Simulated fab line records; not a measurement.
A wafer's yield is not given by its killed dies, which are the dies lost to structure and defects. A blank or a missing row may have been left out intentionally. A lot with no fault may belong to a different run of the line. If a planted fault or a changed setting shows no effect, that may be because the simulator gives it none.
Matching of chambers || flow n5Finfet || N5_PASSIVATION_DESCUM_46 on rieDiel-02 has 4 sister chambers
The step chemistry O2, time 7.9 s. 4 wafers are shown with their chamber, then 7 later ones without.

## WAFERS PAIRED WITH THEIR CHAMBERS
{"wafer": "L379.6", "chamber": 0, "showerheadPlenumPTorr (Torr)": 1.98}
{"wafer": "L382.2", "chamber": 3, "showerheadPlenumPTorr (Torr)": 2.21}
{"wafer": "L391.1", "chamber": 1, "showerheadPlenumPTorr (Torr)": 2.21}
{"wafer": "L391.2", "chamber": 2, "showerheadPlenumPTorr (Torr)": 2.21}

## WAFERS WITH NO CHAMBER GIVEN
{"wafer": "L391.5", "showerheadPlenumPTorr (Torr)": 2.21}
{"wafer": "L394.2", "showerheadPlenumPTorr (Torr)": 2.21}
{"wafer": "L394.4", "showerheadPlenumPTorr (Torr)": 2.20}
{"wafer": "L394.5", "showerheadPlenumPTorr (Torr)": 2.20}
{"wafer": "L397.1", "showerheadPlenumPTorr (Torr)": 2.20}
{"wafer": "L397.5", "showerheadPlenumPTorr (Torr)": 2.20}
{"wafer": "L397.6", "showerheadPlenumPTorr (Torr)": 2.23}

## THE CHAMBER EACH PASSED THROUGH
{"wafer": "L391.5", "from the rows above": "can't be placed: 1 or 2 or 3", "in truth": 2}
{"wafer": "L394.2", "from the rows above": "can't be placed: 1 or 2 or 3", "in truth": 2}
{"wafer": "L394.4", "from the rows above": "can't be placed: 1 or 2 or 3", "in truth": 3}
{"wafer": "L394.5", "from the rows above": "can't be placed: 1 or 2 or 3", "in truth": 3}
{"wafer": "L397.1", "from the rows above": "can't be placed: 1 or 2 or 3", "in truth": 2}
{"wafer": "L397.5", "from the rows above": "can't be placed: 1 or 2 or 3", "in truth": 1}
{"wafer": "L397.6", "from the rows above": "can't be placed: 1 or 2 or 3", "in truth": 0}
Correctly placed: 0 of 7. Cannot be placed on the basis of these rows: 7; the candidates contain the true chamber in 6. Placed wrongly: 0.
How it was worked out, from the rows above alone: a wafer's distance from a chamber is the root of the sum, over the readings, of the square of ((its reading less the chamber's mean) divided by the reading's scatter). The wafer belongs to the nearest chamber; if the next one is less than 2 further off, it can't be placed. For every chamber, the mean is computed from those of its wafers that are shown. The scatter: root of mean squared gap, hidden wafer to nearest shown wafer, with one shown wafer a chamber.
